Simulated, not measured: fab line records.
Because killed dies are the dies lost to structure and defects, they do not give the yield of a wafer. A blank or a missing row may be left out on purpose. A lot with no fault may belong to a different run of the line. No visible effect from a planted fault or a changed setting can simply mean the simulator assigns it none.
fab line records	flow n5_finfet
[record] lots = 10	wafers = 27	last_day = 17
route steps=1938 shown GATE_CUT@499 BEOL_M4@1111
lots that met no fault: taken from a fault-free run of the same line
start_h: hours from the record's opening day to when the first of the lot's shown wafers began	wait_h: time in hours since the lot's previous step	" repeats the value in the row above	L1.1+2: a row that stands for several wafers	- no value, or no start given	* or withheld: withheld	< > ~ a bound
route shown NAME@n: a module of which the file shows steps, and the number in the route of the first	usual: mean and standard deviation over wafers with no fault	same: alike in all rows	chamber/n: place in a boat	sites: each site's reading	_std_site: how widely they spread, as a standard deviation	_edge_site: the outer-site mean with the inner-site mean subtracted	radius_mm: for every site, how far away it sits from the centre of the wafer	mask NAME#n: copy n	behind: tool/chamber where the wafer was last shaped	hold: cause of the lot's hold/its duration in hours/its outcome	device: the transistor (n, p or np) that didn't switch	end of line: tests run on the same wafers once the route is complete	where a step has no rows: the recipe by itself	killed: dies lost to structure and defects at the first sort, not the wafer's yield	map: a wafer's dies, x killed, . not, _ none there
set.NAME: the run value of the setting; set.NAME@STEP: its run value at that earlier step	model.NAME: the simulator's own value behind a step, which no gauge read
route steps across a sampled set of lots; one table per step, one row per wafer
services: a tool's chamber out of use, with start hour (start_h, from the record's first day; less than 0 if before it), hours out, and reason
[[steps]]
[step N5_GATE_CUT_ETCH_19]
[recipe] chemistry = CH3F/O2	target = SiNx	mask_material = SiO2	target_depth_a = 537	time_s = 76.7	pressure_mtorr = 30	source_w = 395	bias_w = 73	Ar_flow_sccm = 150	CH3F_flow_sccm = 30	O2_flow_sccm = 20	ion_energy_ev = 120	ends = cleared
[usual] bias_w = 72.99/0.23	drypump_motor_current_A = 5.84/0.24	etch_rf_on_time_s = 76.7/0.88	oes_o_777_au = 0.77/0.071	oes_product_au = 0.65/0.062	rf_vpp_V = 296/5.7	showerhead_plenum_p_Torr = 1.99/0.075	throttle_valve_pct = 16.46/0.18
lot.wafer	tool	chamber	start_h	wait_h	bias_w	drypump_motor_current_A	etch_rf_on_time_s	oes_o_777_au	oes_product_au	rf_hours_counter_h	rf_vpp_V	showerhead_plenum_p_Torr	throttle_valve_pct
L578.1	rie_diel-05	0	85.24	0.0	73.05	5.82	77.4	0.71	0.61	199	295	1.99	16.74
L578.4	"	3	"	"	72.61	6.00	76.6	0.77	0.66	123	294	1.94	16.54
L578.6	"	0	"	"	72.80	5.81	76.6	0.71	0.61	-	296	1.99	16.74
L585.1	rie_diel-05	3	128.13	0.0	72.88	6.02	114.2	0.76	0.53	135	294	1.93	16.53
L585.5	"	1	"	"	73.10	5.68	77.6	0.70	0.60	-	291	1.99	16.45
L586.1	rie_diel-05	2	132.43	0.0	72.86	5.82	112.4	0.91	0.62	43	287	2.14	16.44
L586.6	"	2	"	"	72.66	5.80	113.6	0.90	0.61	-	288	2.14	16.45
L589.3	rie_diel-05	2	150.98	0.0	73.17	5.80	75.9	0.88	0.75	49	288	2.14	16.47
L589.6	"	2	"	"	73.11	5.81	113.3	0.88	0.61	-	288	2.14	16.46
L591.1	rie_diel-03	2	162.82	0.0	72.99	5.70	77.7	0.76	0.64	146	305	2.08	16.41
L591.2	"	0	"	"	72.82	6.26	77.3	0.74	0.62	171	305	1.99	16.58
L591.5	"	3	"	"	73.01	5.80	77.6	0.69	0.58	-	302	1.90	16.53
L592.3	rie_diel-04	3	167.73	0.0	72.86	6.21	76.6	0.73	0.64	171	296	2.00	16.66
L592.4	"	1	"	"	73.49	5.98	75.9	0.84	0.72	-	295	1.95	16.07
L592.6	"	0	"	"	72.89	5.50	77.1	0.72	0.62	-	295	1.92	16.46
L594.2	rie_diel-04	3	178.69	0.0	72.57	6.19	76.7	0.72	0.64	176	297	2.00	16.68
L594.5	"	3	"	"	72.67	6.22	76.5	0.72	0.64	-	295	2.00	16.66
L594.6	"	0	"	"	72.53	5.51	76.2	0.73	0.62	-	296	1.92	16.48
L596.1	rie_diel-03	2	191.00	0.0	72.83	5.73	76.7	0.75	0.64	157	304	2.07	16.44
L596.2	"	0	"	"	73.06	6.27	76.3	0.73	0.62	182	303	1.99	16.59
L596.5	"	0	"	"	73.20	6.28	76.1	0.73	0.62	-	307	1.98	16.60
L597.1	rie_diel-03	2	199.81	0.0	73.08	5.71	77.1	0.74	0.64	160	305	2.07	16.44
L597.3	"	0	"	"	72.87	6.23	75.5	0.73	0.62	185	304	1.98	16.60
L597.4	"	1	"	"	72.99	5.56	75.7	0.75	0.64	181	294	1.92	16.51
L598.2	rie_diel-05	2	208.44	0.0	73.15	5.82	76.1	0.87	0.73	64	287	2.13	16.51
L598.3	"	1	"	"	72.85	5.67	78.9	0.69	0.58	249	290	1.98	16.49
L598.6	"	1	"	"	73.10	5.66	78.9	0.68	0.58	-	289	1.98	16.50
[step N5_GATE_CUT_CUT_ETCH_55]
[recipe] chemistry = BCl3	target = HfO2	mask_material = SiO2	target_depth_a = 32	ion_energy_ev = 30	pressure_mtorr = 5	icp_w = 450	bias_w = 18	bcl3_flow_sccm = 80
[usual] bias_w = 18.00/0.055	drypump_motor_current_A = 5.5/0.53	oes_product_au = 0.79/0.11	throttle_valve_pct = 33.1/0.54
lot.wafer	tool	chamber	start_h	wait_h	bias_w	drypump_motor_current_A	oes_product_au	rf_hours_counter_h	throttle_valve_pct
L578.1	rie_metal-01	0	85.47	0.0	17.97	5.9	0.84	14	33.6
L578.4	"	0	"	"	17.91	5.9	0.83	-	33.6
L578.6	"	0	"	"	17.99	5.9	0.83	-	33.5
L585.1	rie_metal-03	0	128.36	0.0	17.97	6.4	0.89	7	32.2
L585.5	"	0	"	"	17.95	6.4	0.89	-	32.2
L586.1	rie_metal-02	1	132.66	0.0	17.98	5.6	0.63	108	33.2
L586.6	"	0	"	"	18.01	5.4	0.66	-	33.8
L589.3	rie_metal-03	0	151.22	0.0	18.04	6.4	0.87	-	32.2
L589.6	"	1	"	"	18.07	4.8	0.89	-	32.9
L591.1	rie_metal-02	0	163.05	0.0	18.00	5.4	0.65	99	33.8
L591.2	"	1	"	"	18.01	5.6	0.63	110	33.2
L591.5	"	1	"	"	18.03	5.6	0.63	-	33.2
L592.3	rie_metal-01	0	167.97	0.0	18.02	5.9	0.80	-	33.6
L592.4	"	1	"	"	18.06	5.1	0.89	-	33.4
L592.6	"	0	"	"	17.97	5.9	0.81	-	33.6
L594.2	rie_metal-03	0	178.92	0.0	18.02	6.4	0.86	12	32.2
L594.5	"	0	"	"	18.03	6.3	0.86	-	32.2
L594.6	"	1	"	"	17.99	4.8	0.88	-	32.9
L596.1	rie_metal-02	1	191.23	0.0	18.06	5.6	0.62	112	33.2
L596.2	"	0	"	"	18.02	5.4	0.65	101	33.8
L596.5	"	1	"	"	18.04	5.6	0.62	-	33.2
L597.1	rie_metal-02	1	200.04	0.0	18.01	5.6	0.62	113	33.2
L597.3	"	1	"	"	18.03	5.6	0.62	-	33.2
L597.4	"	0	"	"	17.96	5.4	0.64	-	33.8
L598.2	rie_metal-03	1	208.66	0.0	18.00	4.9	0.87	19	32.9
L598.3	"	1	"	"	18.02	4.9	0.87	-	32.9
L598.6	"	1	"	"	17.94	4.8	0.86	-	32.9
[step N5_GATE_CUT_VAPOR_ETCH_51]
[recipe] chemistry = BCl3/Cl2	target = HfO2	mode = isotropic
[usual] drypump_motor_current_A = 5.5/0.54	oes_product_au = 0.78/0.12
lot.wafer	tool	chamber	start_h	wait_h	drypump_motor_current_A	oes_product_au
L578.1	rie_metal-01	0	85.59	0.0	5.9	0.84
L578.4	"	0	"	"	5.9	0.84
L578.6	"	0	"	"	5.9	0.84
L585.1	rie_metal-03	0	128.48	0.0	6.4	0.89
L585.5	"	0	"	"	6.4	0.89
L586.1	rie_metal-02	1	132.78	0.0	5.6	0.63
L586.6	"	0	"	"	5.4	0.65
L589.3	rie_metal-03	0	151.34	0.0	6.4	0.87
L589.6	"	1	"	"	4.8	0.89
L591.1	rie_metal-02	0	163.17	0.0	5.3	0.65
L591.2	"	1	"	"	5.6	0.63
L591.5	"	1	"	"	5.6	0.62
L592.3	rie_metal-01	0	168.09	0.0	5.9	0.80
L592.4	"	1	"	"	5.1	0.88
L592.6	"	0	"	"	5.9	0.80
L594.2	rie_metal-03	0	179.04	0.0	6.4	0.86
L594.5	"	0	"	"	6.4	0.86
L594.6	"	1	"	"	4.8	0.88
L596.1	rie_metal-02	1	191.35	0.0	5.6	0.62
L596.2	"	0	"	"	5.4	0.64
L596.5	"	1	"	"	5.6	0.62
L597.1	rie_metal-02	1	200.16	0.0	5.6	0.62
L597.3	"	1	"	"	5.6	0.63
L597.4	"	0	"	"	5.4	0.64
L598.2	rie_metal-03	1	208.78	0.0	4.8	0.86
L598.3	"	1	"	"	4.8	0.86
L598.6	"	1	"	"	4.9	0.87
[step N5_GATE_CUT_THK_MEAS_24]
[recipe] reads = SiO2_of_GATE_CUT_HM_DEP_46+SiO2_flowable_of_ILD0_FCVD_FILL_01
[usual] GC_FILL_THK = 220.9/2
lot.wafer	tool	chamber	start_h	wait_h	GC_FILL_THK[nm]
L578.1	film_metro-02	-	87.58	-	221.0
L578.4	"	-	"	"	226.0
L578.6	"	-	"	"	223.6
L585.1	film_metro-01	-	130.47	-	219.4
L585.5	"	-	"	"	221.5
L586.1	film_metro-02	-	134.78	-	221.1
L586.6	"	-	"	"	223.5
L589.3	film_metro-01	-	154.11	-	219.3
L589.6	"	-	"	"	221.7
L591.1	film_metro-01	-	165.16	-	218.6
L591.2	"	-	"	"	219.1
L591.5	"	-	"	"	220.5
L592.3	film_metro-01	-	170.07	-	217.9
L592.4	"	-	"	"	224.4
L592.6	"	-	"	"	221.3
L594.2	film_metro-01	-	181.28	-	218.8
L594.5	"	-	"	"	221.9
L594.6	"	-	"	"	221.3
L596.1	film_metro-02	-	193.76	-	217.3
L596.2	"	-	"	"	221.8
L596.5	"	-	"	"	220.9
L597.1	film_metro-02	-	202.22	-	220.9
L597.3	"	-	"	"	220.5
L597.4	"	-	"	"	221.4
L598.2	film_metro-02	-	210.78	-	218.0
L598.3	"	-	"	"	218.6
L598.6	"	-	"	"	221.6
[step N5_BEOL_M4_RC_MEAS_101]
[usual] DIBL_N = 36.8/1.5	DIBL_P = 37.1/2.1	IOFF_N = 0.168/0.03	IOFF_P = 0.22/0.034	ION_N = 679/12	ION_P = 466/8	SS_N = 71.7/0.58	SS_P = 73.5/0.67	VT_N = 248.8/2.7	VT_P = -250/3.3
lot.wafer	tool	chamber	start_h	wait_h	DIBL_N[mV/V]	DIBL_P[mV/V]	IOFF_N[nA/um]	IOFF_P[nA/um]	ION_N[uA/um]	ION_P[uA/um]	SS_N[mV/dec]	SS_P[mV/dec]	VT_N[mV]	VT_P[mV]
L578.1	prober-02	0	156.19	0.0	38.6	39.9	0.204	0.24	683	463	73.2	74.1	247.3	-249
L578.4	"	0	"	"	34.9	35.0	0.135	0.17	662	455	71.3	73.5	250.8	-256
L578.6	"	0	"	"	38.5	39.9	0.213	0.25	679	466	71.6	74.3	244.0	-247
L585.1	prober-02	0	207.27	0.0	39.4	37.8	0.201	0.25	695	471	71.9	74.3	248.2	-249
L585.5	"	0	"	"	37.6	36.6	0.169	0.23	684	466	72.0	73.3	250.7	-246
L586.1	prober-02	0	211.98	0.0	38.5	38.9	0.202	0.22	682	455	72.4	74.0	246.2	-250
L586.6	"	0	"	"	37.8	39.0	0.204	0.24	696	467	72.0	74.1	245.2	-249
L589.3	prober-01	0	237.55	0.3	34.9	33.7	0.131	0.18	663	459	71.7	73.0	252.6	-254
L589.6	"	0	"	"	33.5	31.6	0.115	0.15	658	449	71.1	72.5	254.1	-255
L591.1	prober-02	0	242.12	0.0	34.3	32.5	0.132	0.19	662	465	70.9	73.3	250.2	-251
L591.2	"	0	"	"	36.4	34.9	0.166	0.22	676	470	71.2	73.4	247.7	-250
L591.5	"	0	"	"	35.6	34.2	0.152	0.21	670	461	71.0	74.0	249.4	-250
L592.3	prober-02	0	246.82	0.3	41.2	40.8	0.240	0.32	677	468	72.2	76.2	245.5	-248
L592.4	"	0	"	"	36.5	34.4	0.138	0.21	662	464	71.1	73.5	253.0	-251
L592.6	"	0	"	"	35.5	32.9	0.124	0.18	657	455	71.1	72.4	253.3	-249
L594.2	prober-01	0	262.98	0.2	37.2	37.4	0.178	0.23	690	467	71.8	72.4	245.2	-249
L594.5	"	0	"	"	38.1	38.0	0.182	0.25	689	470	71.6	73.9	247.6	-247
L594.6	"	0	"	"	35.6	35.5	0.146	0.20	683	468	70.7	72.7	251.3	-249
L596.1	prober-01	0	268.45	0.0	38.4	38.2	0.189	0.24	696	480	72.0	73.4	246.2	-250
L596.2	"	0	"	"	37.9	37.6	0.169	0.24	677	464	71.6	73.5	245.0	-249
L596.5	"	0	"	"	37.8	38.1	0.193	0.25	708	484	72.4	74.2	243.7	-245
L597.1	prober-01	0	275.70	0.0	36.0	37.5	0.143	0.21	670	462	72.4	74.4	250.8	-251
L597.3	"	0	"	"	36.6	37.5	0.163	0.20	677	460	72.0	73.6	247.4	-251
L597.4	"	0	"	"	33.2	33.1	0.102	0.15	651	451	71.3	72.1	255.1	-254
L598.2	prober-02	0	294.62	0.2	38.9	37.8	0.177	0.19	678	460	72.3	73.9	247.2	-256
L598.3	"	0	"	"	36.8	35.5	0.135	0.17	675	459	70.8	73.3	254.0	-256
L598.6	"	0	"	"	38.6	36.7	0.174	0.18	683	462	72.4	73.7	249.3	-257
[[services]]
tool	chamber	start_h	hours	kind
rie_metal-02	-	62.89	14.6	pm
rie_metal-03	-	74.93	1.3	repair
rie_metal-03	-	96.91	2.8	pm
rie_diel-05	-	97.29	2.8	pm
rie_metal-03	-	123.91	0.3	repair
rie_diel-05	2	156.09	5.9	repair
rie_diel-03	-	158.81	0.4	repair
rie_diel-04	2	166.33	-	clean
rie_diel-04	2	166.33	-	consumable_replace:esc
rie_diel-04	2	166.33	-	consumable_replace:focus_ring
rie_diel-04	2	166.33	-	consumable_replace:showerhead
rie_diel-04	2	166.33	17.8	scheduled_down
rie_diel-04	2	166.33	17.8	vent_cycle
rie_metal-02	-	166.55	2.8	pm
rie_diel-03	3	173.66	-	clean
rie_diel-03	3	173.66	-	consumable_replace:focus_ring
rie_diel-03	3	173.66	-	consumable_replace:showerhead
rie_diel-03	3	173.66	21.4	scheduled_down
rie_diel-03	3	173.66	21.4	vent_cycle
rie_metal-01	1	176.03	10.8	repair
rie_metal-03	0	196.89	10.6	repair
[[key]]
[first_sign] step = N5_GATE_CUT_ETCH_19	reading = etch_rf_on_time_s	direction = up	sigmas = 42	usual = *	struck = *
effect none on later readings
met_at N5_GATE_CUT_ETCH_19
struck_lots L585,L586,L589
struck_wafers L585.1,L586.1,L586.6,L589.6
not_acting_at N5_GATE_CUT_CUT_ETCH_55,N5_GATE_CUT_VAPOR_ETCH_51,N5_GATE_CUT_THK_MEAS_24
onset_between 85.24 128.13
[fault] kind = process_parameter_drift	tool = rie_diel-05	chamber = -	onset_h = 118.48	steps = N5_GATE_CUT_ETCH_19	channel = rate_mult	offset = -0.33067	shape = step	end_h = 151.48	scope = struck_wafers_only
